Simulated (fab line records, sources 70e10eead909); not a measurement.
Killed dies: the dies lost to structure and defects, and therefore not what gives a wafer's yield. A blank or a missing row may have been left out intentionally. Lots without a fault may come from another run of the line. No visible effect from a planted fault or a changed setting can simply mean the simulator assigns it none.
fab line records | flow nand-harc
record: lots: 6 | wafers: 18 | last-day: 32
route steps=1302 shown A_ONON_D2@548 END@1302
lots that met no fault: from a run of the same line without faults
start-h: hours from the record's opening day to when the first of the lot's shown wafers began | wait-h: hours since the lot's step before | " the same as in the row above | L1.1+2: one row covering several wafers at once | - no value, or no start given | * or withheld: withheld | < > ~ a bound
route shown NAME@n: a module of which the file shows steps, and the number in the route of the first | usual: mean/standard deviation taken from wafers without a fault | same: alike in all rows | chamber/n: place in a boat | sites: per-site readings | _std_site: their standard deviation | _edge_site: the outer-site mean with the inner-site mean subtracted | radius-mm: how far each site lies from the wafer's centre | mask NAME#n: copy n | behind: the most recent tool/chamber to have shaped the wafer | hold: why the lot went on hold/how many hours it stayed there/how the hold came to an end | device: which transistor (n, p or np) failed to switch | end of line: the route-end tests of the same wafers | step lacking rows: just its recipe | killed: not the wafer's yield, but the dies lost to structure and defects at the first sort | map: a wafer's dies, x killed, . not, _ none there
set.NAME: the run value of the setting; set.NAME@STEP: its run value at that earlier step | model.NAME: the simulator's own value behind a step, which no gauge read
lots at some steps of the route; a table a step, a row a wafer
services: a tool's chamber out of use, with start hour (start-h, from the record's first day; less than 0 if before it), hours out, and reason
== steps ==
step: NHARC_A_ONON_D2_THK_MEAS_05
recipe: thk-meas-gauge: ellipsometry
usual: thk-nm: 1001/9.7
lot.wafer | tool          | chamber | start-h | wait-h | thk-nm
L792.2    | film-metro-02 | -       | 358.73  | -      | 974
L792.3    | "             | -       | "       | "      | 973
L792.5    | "             | -       | "       | "      | 973
L793.1    | film-metro-02 | -       | 373.13  | -      | 1005
L793.2    | "             | -       | "       | "      | 1005
L793.5    | "             | -       | "       | "      | 1006
L794.3    | film-metro-01 | -       | 382.33  | -      | 994
L794.4    | "             | -       | "       | "      | 994
L794.5    | "             | -       | "       | "      | 996
L797.2    | film-metro-01 | -       | 398.53  | -      | 1022
L797.3    | "             | -       | "       | "      | 1020
L797.4    | "             | -       | "       | "      | 1021
L803.1    | film-metro-02 | -       | 473.63  | -      | 1012
L803.3    | "             | -       | "       | "      | 1011
L803.6    | "             | -       | "       | "      | 1014
L805.1    | film-metro-01 | -       | 493.48  | -      | 996
L805.2    | "             | -       | "       | "      | 995
L805.5    | "             | -       | "       | "      | 995
step: NHARC_A_ONON_D2_DEP_06
recipe: target-thk-a: 10000 | n2-flow-sccm: 2750 | n2o-flow-sccm: 2000 | nh3-flow-sccm: 500 | sih4-flow-sccm: 210 | temp-c: 400
step: NHARC_A_ONON_D2_THK_MEAS_08
recipe: thk-meas-gauge: ellipsometry
usual: thk-nm: 1000/9.4
lot.wafer | tool          | chamber | start-h | wait-h | thk-nm
L792.2    | film-metro-01 | -       | 359.30  | -      | 1005
L792.3    | "             | -       | "       | "      | 1008
L792.5    | "             | -       | "       | "      | 1006
L793.1    | film-metro-02 | -       | 373.69  | -      | 1004
L793.2    | "             | -       | "       | "      | 1004
L793.5    | "             | -       | "       | "      | 1005
L794.3    | film-metro-01 | -       | 382.90  | -      | 986
L794.4    | "             | -       | "       | "      | 984
L794.5    | "             | -       | "       | "      | 984
L797.2    | film-metro-01 | -       | 399.09  | -      | 1007
L797.3    | "             | -       | "       | "      | 1006
L797.4    | "             | -       | "       | "      | 1006
L803.1    | film-metro-02 | -       | 474.20  | -      | 988
L803.3    | "             | -       | "       | "      | 988
L803.6    | "             | -       | "       | "      | 989
L805.1    | film-metro-01 | -       | 494.05  | -      | 1009
L805.2    | "             | -       | "       | "      | 1011
L805.5    | "             | -       | "       | "      | 1011
step: NHARC_A_ONON_D2_DEP_09
recipe: target-thk-a: 10000 | n2-flow-sccm: 2750 | n2o-flow-sccm: 2000 | nh3-flow-sccm: 500 | sih4-flow-sccm: 210 | temp-c: 400
step: NHARC_A_ONON_D2_THK_MEAS_11
recipe: thk-meas-gauge: ellipsometry
usual: thk-nm: 1001/8.6
lot.wafer | tool          | chamber | start-h | wait-h | thk-nm
L792.2    | film-metro-01 | -       | 359.86  | -      | 995
L792.3    | "             | -       | "       | "      | 995
L792.5    | "             | -       | "       | "      | 997
L793.1    | film-metro-01 | -       | 374.26  | -      | 995
L793.2    | "             | -       | "       | "      | 997
L793.5    | "             | -       | "       | "      | 998
L794.3    | film-metro-01 | -       | 383.46  | -      | 998
L794.4    | "             | -       | "       | "      | 999
L794.5    | "             | -       | "       | "      | 999
L797.2    | film-metro-02 | -       | 399.65  | -      | 1004
L797.3    | "             | -       | "       | "      | 1003
L797.4    | "             | -       | "       | "      | 1003
L803.1    | film-metro-02 | -       | 474.76  | -      | 1014
L803.3    | "             | -       | "       | "      | 1015
L803.6    | "             | -       | "       | "      | 1013
L805.1    | film-metro-02 | -       | 494.62  | -      | 990
L805.2    | "             | -       | "       | "      | 987
L805.5    | "             | -       | "       | "      | 990
step: NHARC_A_ONON_D2_DEP_12
recipe: target-thk-a: 10000 | n2-flow-sccm: 2750 | n2o-flow-sccm: 2000 | nh3-flow-sccm: 500 | sih4-flow-sccm: 210 | temp-c: 400
step: NHARC_A_ONON_D2_THK_MEAS_14
recipe: thk-meas-gauge: ellipsometry
usual: thk-nm: 1003/9.2
lot.wafer | tool          | chamber | start-h | wait-h | thk-nm
L792.2    | film-metro-01 | -       | 360.43  | -      | 1007
L792.3    | "             | -       | "       | "      | 1005
L792.5    | "             | -       | "       | "      | 1009
L793.1    | film-metro-01 | -       | 374.83  | -      | 1014
L793.2    | "             | -       | "       | "      | 1012
L793.5    | "             | -       | "       | "      | 1013
L794.3    | film-metro-01 | -       | 384.03  | -      | 1004
L794.4    | "             | -       | "       | "      | 1004
L794.5    | "             | -       | "       | "      | 1005
L797.2    | film-metro-01 | -       | 400.22  | -      | 1014
L797.3    | "             | -       | "       | "      | 1014
L797.4    | "             | -       | "       | "      | 1015
L803.1    | film-metro-02 | -       | 475.32  | -      | 1009
L803.3    | "             | -       | "       | "      | 1007
L803.6    | "             | -       | "       | "      | 1008
L805.1    | film-metro-01 | -       | 495.18  | -      | 1022
L805.2    | "             | -       | "       | "      | 1021
L805.5    | "             | -       | "       | "      | 1022
step: NHARC_A_ONON_D2_ANNEAL_15
recipe: temp-c: 750 | time-s: 3600
step: NHARC_A_ONON_D2_DEP_16
recipe: target-thk-a: 10000 | n2-flow-sccm: 2750 | n2o-flow-sccm: 2000 | nh3-flow-sccm: 500 | sih4-flow-sccm: 210 | temp-c: 400
step: NHARC_A_ONON_D2_THK_MEAS_18
recipe: thk-meas-gauge: ellipsometry
usual: thk-nm: 1005/10
lot.wafer | tool          | chamber | start-h | wait-h | thk-nm
L792.2    | film-metro-01 | -       | 366.68  | -      | 1003
L792.3    | "             | -       | "       | "      | 1003
L792.5    | "             | -       | "       | "      | 1004
L793.1    | film-metro-01 | -       | 382.55  | -      | 1002
L793.2    | "             | -       | "       | "      | 1003
L793.5    | "             | -       | "       | "      | 1002
L794.3    | film-metro-01 | -       | 391.62  | -      | 1007
L794.4    | "             | -       | "       | "      | 1008
L794.5    | "             | -       | "       | "      | 1007
L797.2    | film-metro-02 | -       | 405.42  | -      | 1030
L797.3    | "             | -       | "       | "      | 1031
L797.4    | "             | -       | "       | "      | 1032
L803.1    | film-metro-01 | -       | 480.76  | -      | 1007
L803.3    | "             | -       | "       | "      | 1006
L803.6    | "             | -       | "       | "      | 1006
L805.1    | film-metro-01 | -       | 506.88  | -      | 1002
L805.2    | "             | -       | "       | "      | 1001
L805.5    | "             | -       | "       | "      | 1003
step: NHARC_A_ONON_D2_DEP_19
recipe: target-thk-a: 10000 | n2-flow-sccm: 2750 | n2o-flow-sccm: 2000 | nh3-flow-sccm: 500 | sih4-flow-sccm: 210 | temp-c: 400
step: NHARC_A_ONON_D2_THK_MEAS_21
recipe: thk-meas-gauge: ellipsometry
usual: thk-nm: 1002/7.5
lot.wafer | tool          | chamber | start-h | wait-h | thk-nm
L792.2    | film-metro-01 | -       | 367.25  | -      | 1008
L792.3    | "             | -       | "       | "      | 1008
L792.5    | "             | -       | "       | "      | 1009
L793.1    | film-metro-01 | -       | 383.11  | -      | 996
L793.2    | "             | -       | "       | "      | 996
L793.5    | "             | -       | "       | "      | 994
L794.3    | film-metro-02 | -       | 392.18  | -      | 997
L794.4    | "             | -       | "       | "      | 998
L794.5    | "             | -       | "       | "      | 998
L797.2    | film-metro-01 | -       | 405.99  | -      | 997
L797.3    | "             | -       | "       | "      | 997
L797.4    | "             | -       | "       | "      | 999
L803.1    | film-metro-02 | -       | 481.33  | -      | 999
L803.3    | "             | -       | "       | "      | 1001
L803.6    | "             | -       | "       | "      | 1000
L805.1    | film-metro-01 | -       | 507.44  | -      | 987
L805.2    | "             | -       | "       | "      | 986
L805.5    | "             | -       | "       | "      | 985
step: NHARC_A_ONON_D2_DEP_22
recipe: target-thk-a: 10000 | n2-flow-sccm: 2750 | n2o-flow-sccm: 2000 | nh3-flow-sccm: 500 | sih4-flow-sccm: 210 | temp-c: 400
usual: n2o-flow-sccm: 1999/6.2 | sih4-flow-sccm: 209.8/0.55
lot.wafer | tool          | chamber | start-h | wait-h | n2o-flow-sccm | sih4-flow-sccm
L792.2    | pecvd-onon-01 | 0       | 367.36  | 0.1    | 1996          | 209.8
L792.3    | "             | 0       | "       | "      | 1995          | 209.9
L792.5    | "             | 0       | "       | "      | 1999          | 210.5
L793.1    | pecvd-onon-04 | 0       | 383.17  | 0.1    | 2002          | 210.2
L793.2    | "             | 0       | "       | "      | 2005          | 210.9
L793.5    | "             | 0       | "       | "      | 2012          | 210.7
L794.3    | pecvd-onon-04 | 0       | 392.35  | 0.2    | 1997          | 210.8
L794.4    | "             | 0       | "       | "      | 1991          | 209.4
L794.5    | "             | 0       | "       | "      | 1994          | 209.5
L797.2    | pecvd-onon-02 | 0       | 406.10  | 0.1    | 2012          | 209.9
L797.3    | "             | 0       | "       | "      | 2003          | 209.6
L797.4    | "             | 0       | "       | "      | 2000          | 209.8
L803.1    | pecvd-onon-02 | 0       | 481.39  | 0.1    | 2003          | 209.3
L803.3    | "             | 0       | "       | "      | 2006          | 210.1
L803.6    | "             | 0       | "       | "      | 2004          | 209.4
L805.1    | pecvd-onon-04 | 0       | 507.50  | 0.1    | 1984          | 209.9
L805.2    | "             | 0       | "       | "      | 1997          | 209.5
L805.5    | "             | 0       | "       | "      | 1994          | 210.1
step: NHARC_A_ONON_D2_THK_MEAS_24
recipe: thk-meas-gauge: ellipsometry
usual: thk-nm: 1001/8.7
lot.wafer | tool          | chamber | start-h | wait-h | thk-nm
L792.2    | film-metro-01 | -       | 367.82  | -      | 992
L792.3    | "             | -       | "       | "      | 992
L792.5    | "             | -       | "       | "      | 991
L793.1    | film-metro-01 | -       | 383.68  | -      | 712
L793.2    | "             | -       | "       | "      | 710
L793.5    | "             | -       | "       | "      | 713
L794.3    | film-metro-01 | -       | 392.75  | -      | 712
L794.4    | "             | -       | "       | "      | 712
L794.5    | "             | -       | "       | "      | 710
L797.2    | film-metro-01 | -       | 406.57  | -      | 998
L797.3    | "             | -       | "       | "      | 999
L797.4    | "             | -       | "       | "      | 997
L803.1    | film-metro-02 | -       | 481.90  | -      | 998
L803.3    | "             | -       | "       | "      | 999
L803.6    | "             | -       | "       | "      | 1000
L805.1    | film-metro-01 | -       | 508.03  | -      | 1008
L805.2    | "             | -       | "       | "      | 1006
L805.5    | "             | -       | "       | "      | 1008
step: NHARC_A_ONON_D2_DEP_25
recipe: target-thk-a: 10000 | n2-flow-sccm: 2750 | n2o-flow-sccm: 2000 | nh3-flow-sccm: 500 | sih4-flow-sccm: 210 | temp-c: 400
step: NHARC_END_SORT_01
recipe: temp-c: 25
usual: killed-at-array: 56/17 | killed-at-other: 1.2/1.4 | killed-at-periphery: 4/3.2 | killed-dies: 61/16 | killed-open: 3.6/2.1 | killed-short: 2.7/1.8
same: gross-dies: 677
lot.wafer | tool      | chamber | start-h | wait-h | killed-at-array | killed-at-other | killed-at-periphery | killed-dies | killed-open | killed-short
L793.1    | prober-01 | 0       | 662.23  | 2.5    | 672             | 2               | 3                   | 677         | 4           | 0
L793.2    | prober-01 | 0       | 663.05  | 2.8    | 672             | 1               | 4                   | 677         | 4           | 2
L793.5    | prober-01 | 0       | 665.48  | 3.7    | 673             | 1               | 3                   | 677         | 4           | 2
L794.3    | prober-02 | 0       | 676.68  | 3.1    | 673             | 0               | 4                   | 677         | 4           | 1
L794.4    | prober-02 | 0       | 677.49  | 3.4    | 674             | 0               | 3                   | 677         | 4           | 1
L794.5    | prober-02 | 0       | 678.30  | 3.7    | 671             | 2               | 4                   | 677         | 6           | 3
L797.2    | prober-02 | 0       | 684.91  | 2.8    | 44              | 3               | 3                   | 50          | 0           | 3
L797.3    | prober-02 | 0       | 685.69  | 3.0    | 47              | 4               | 2                   | 53          | 5           | 2
L797.4    | prober-02 | 0       | 686.47  | 3.3    | 53              | 1               | 4                   | 58          | 4           | 2
killed by level:class
L793.1 A_ONON_D2:area-dep=640 A_CHANNEL_HOLE_D2:chamber-film-flake=14 A_CHANNEL_HOLE_D1:chamber-film-flake=6 A_STAIRCASE:chamber-film-flake=2 A_WL_FILL:chamber-film-flake=2 A_CONTACT:chamber-film-flake=2 A_M0:chamber-film-flake=2 THIN_TSV:chamber-film-flake=2
L793.2 A_ONON_D2:area-dep=633 A_CHANNEL_HOLE_D2:chamber-film-flake=16 A_CONTACT:chamber-film-flake=5 A_CHANNEL_HOLE_D1:chamber-film-flake=4 A_STAIRCASE:chamber-film-flake=4 P_M1:chamber-film-flake=2 A_SLIT:chamber-film-flake=2 P_M0:geometric-particle:open=1
L793.5 A_ONON_D2:area-dep=626 A_CHANNEL_HOLE_D2:chamber-film-flake=20 A_STAIRCASE:chamber-film-flake=8 A_CHANNEL_HOLE_D1:chamber-film-flake=8 A_CONTACT:chamber-film-flake=4 A_M0:chamber-film-flake=2 P_CONTACT:geometric-particle:open=1 P_M0:geometric-particle:open=1
L794.3 A_ONON_D2:area-dep=627 A_SLIT:chamber-film-flake=32 A_CHANNEL_FILL_D2:chamber-film-flake=3 A_CONTACT:chamber-film-flake=3 P_BONDPAD:chamber-film-flake=2 A_CHANNEL_HOLE_D1:chamber-film-flake=2 P_GATE:geometric-particle:open=1 P_CONTACT:geometric-particle:open=1
L794.4 A_ONON_D2:area-dep=626 A_SLIT:chamber-film-flake=30 A_CHANNEL_HOLE_D1:chamber-film-flake=8 A_STAIRCASE:chamber-film-flake=5 P_STI:geometric-particle:open=1 A_CHANNEL_FILL_D1:geometric-particle:open=1 A_ONON_D2:geometric-particle:open=1 A_CHANNEL_FILL_D2:geometric-particle:short=1
L794.5 A_ONON_D2:area-dep=622 A_SLIT:chamber-film-flake=27 A_CHANNEL_HOLE_D1:chamber-film-flake=5 A_CONTACT:chamber-film-flake=5 A_CHANNEL_FILL_D2:chamber-film-flake=3 A_CHANNEL_FILL_D1:geometric-particle:open=2 A_STAIRCASE:chamber-film-flake=2 P_GATE:geometric-particle:short=1
L797.2 A_CHANNEL_HOLE_D2:chamber-film-flake=14 A_STAIRCASE:chamber-film-flake=11 A_CHANNEL_HOLE_D1:chamber-film-flake=9 A_CONTACT:chamber-film-flake=5 THIN_TSV:chamber-film-flake=3 P_GATE:chamber-film-flake=2 A_CHANNEL_FILL_D1:chamber-film-flake=2 A_ONON_D1:geometric-particle:short=1
L797.3 A_CHANNEL_HOLE_D2:chamber-film-flake=16 A_CHANNEL_HOLE_D1:chamber-film-flake=10 A_STAIRCASE:chamber-film-flake=7 A_CONTACT:chamber-film-flake=7 THIN_TSV:chamber-film-flake=4 A_CHANNEL_FILL_D1:geometric-particle:open=2 P_CONTACT:geometric-particle:open=1 A_ONON_D1:geometric-particle:open=1
L797.4 A_CHANNEL_HOLE_D2:chamber-film-flake=19 A_STAIRCASE:chamber-film-flake=11 A_CHANNEL_HOLE_D1:chamber-film-flake=10 A_SLIT:chamber-film-flake=4 A_CONTACT:chamber-film-flake=3 P_ZERO_WELL:chamber-film-flake=2 P_STI:chamber-film-flake=2 A_CHANNEL_FILL_D1:geometric-particle:open=1
map L793.1 (x killed, . not)
____________x____________
_________xxxxxxx_________
_______xxxxxxxxxxx_______
______xxxxxxxxxxxxx______
_____xxxxxxxxxxxxxxx_____
____xxxxxxxxxxxxxxxxx____
____xxxxxxxxxxxxxxxxx____
___xxxxxxxxxxxxxxxxxxx___
___xxxxxxxxxxxxxxxxxxx___
__xxxxxxxxxxxxxxxxxxxxx__
__xxxxxxxxxxxxxxxxxxxxx__
_xxxxxxxxxxxxxxxxxxxxxxx_
_xxxxxxxxxxxxxxxxxxxxxxx_
_xxxxxxxxxxxxxxxxxxxxxxx_
_xxxxxxxxxxxxxxxxxxxxxxx_
_xxxxxxxxxxxxxxxxxxxxxxx_
xxxxxxxxxxxxxxxxxxxxxxxxx
xxxxxxxxxxxxxxxxxxxxxxxxx
xxxxxxxxxxxxxxxxxxxxxxxxx
xxxxxxxxxxxxxxxxxxxxxxxxx
xxxxxxxxxxxxxxxxxxxxxxxxx
_xxxxxxxxxxxxxxxxxxxxxxx_
_xxxxxxxxxxxxxxxxxxxxxxx_
_xxxxxxxxxxxxxxxxxxxxxxx_
_xxxxxxxxxxxxxxxxxxxxxxx_
_xxxxxxxxxxxxxxxxxxxxxxx_
__xxxxxxxxxxxxxxxxxxxxx__
__xxxxxxxxxxxxxxxxxxxxx__
___xxxxxxxxxxxxxxxxxxx___
___xxxxxxxxxxxxxxxxxxx___
____xxxxxxxxxxxxxxxxx____
____xxxxxxxxxxxxxxxxx____
_____xxxxxxxxxxxxxxx_____
______xxxxxxxxxxxxx______
_______xxxxxxxxxxx_______
_________xxxxxxx_________
____________x____________
map L794.3 (x killed, . not)
____________x____________
_________xxxxxxx_________
_______xxxxxxxxxxx_______
______xxxxxxxxxxxxx______
_____xxxxxxxxxxxxxxx_____
____xxxxxxxxxxxxxxxxx____
____xxxxxxxxxxxxxxxxx____
___xxxxxxxxxxxxxxxxxxx___
___xxxxxxxxxxxxxxxxxxx___
__xxxxxxxxxxxxxxxxxxxxx__
__xxxxxxxxxxxxxxxxxxxxx__
_xxxxxxxxxxxxxxxxxxxxxxx_
_xxxxxxxxxxxxxxxxxxxxxxx_
_xxxxxxxxxxxxxxxxxxxxxxx_
_xxxxxxxxxxxxxxxxxxxxxxx_
_xxxxxxxxxxxxxxxxxxxxxxx_
xxxxxxxxxxxxxxxxxxxxxxxxx
xxxxxxxxxxxxxxxxxxxxxxxxx
xxxxxxxxxxxxxxxxxxxxxxxxx
xxxxxxxxxxxxxxxxxxxxxxxxx
xxxxxxxxxxxxxxxxxxxxxxxxx
_xxxxxxxxxxxxxxxxxxxxxxx_
_xxxxxxxxxxxxxxxxxxxxxxx_
_xxxxxxxxxxxxxxxxxxxxxxx_
_xxxxxxxxxxxxxxxxxxxxxxx_
_xxxxxxxxxxxxxxxxxxxxxxx_
__xxxxxxxxxxxxxxxxxxxxx__
__xxxxxxxxxxxxxxxxxxxxx__
___xxxxxxxxxxxxxxxxxxx___
___xxxxxxxxxxxxxxxxxxx___
____xxxxxxxxxxxxxxxxx____
____xxxxxxxxxxxxxxxxx____
_____xxxxxxxxxxxxxxx_____
______xxxxxxxxxxxxx______
_______xxxxxxxxxxx_______
_________xxxxxxx_________
____________x____________
== services ==
tool          | chamber | start-h | hours | kind
pecvd-onon-02 | -       | 366.24  | 13.0  | pm
pecvd-onon-01 | -       | 441.48  | 0.3   | repair
pecvd-onon-01 | -       | 450.00  | 13.0  | pm
pecvd-onon-04 | -       | 492.00  | 13.0  | pm
== key ==
first-sign: step: NHARC_A_ONON_D2_THK_MEAS_24 | reading: thk-nm | direction: down | sigmas: 33 | usual: 1001 | struck: 712
effect: step: NHARC_END_SORT_01 | reading: killed-dies | direction: up | sigmas: 37 | usual: 61 | struck: 677
more-kills-born-at: NHARC_A_ONON_D2_DEP_22@pecvd-onon-04: 3774
met-at NHARC_A_ONON_D2_DEP_22
struck-wafers L793.1,L793.2,L793.5,L794.3,L794.4,L794.5
later-rows-left-out L793.1,L793.2,L793.5,L794.3,L794.4,L794.5
tester-left-out L793,L794
fault: kind: process-parameter-drift | tool: pecvd-onon-04 | chamber: 0 | onset-h: 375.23 | steps: NHARC_A_ONON_D2_DEP_22 | channel: target-thk-a | offset: * | shape: step | end-h: 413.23 | acts-in: * | stated: *
tester-left-out: of these lots the tester's yield and bins aren't shown, on N5 and GAA mostly nor the transistor test; their killed dies are dies lost to structure and defects alone, not to doping, threshold or leakage, so they don't give the yield
later-rows-left-out: the simulator's readings of these wafers behind a module that went badly wrong aren't trusted and aren't shown, but for the sort
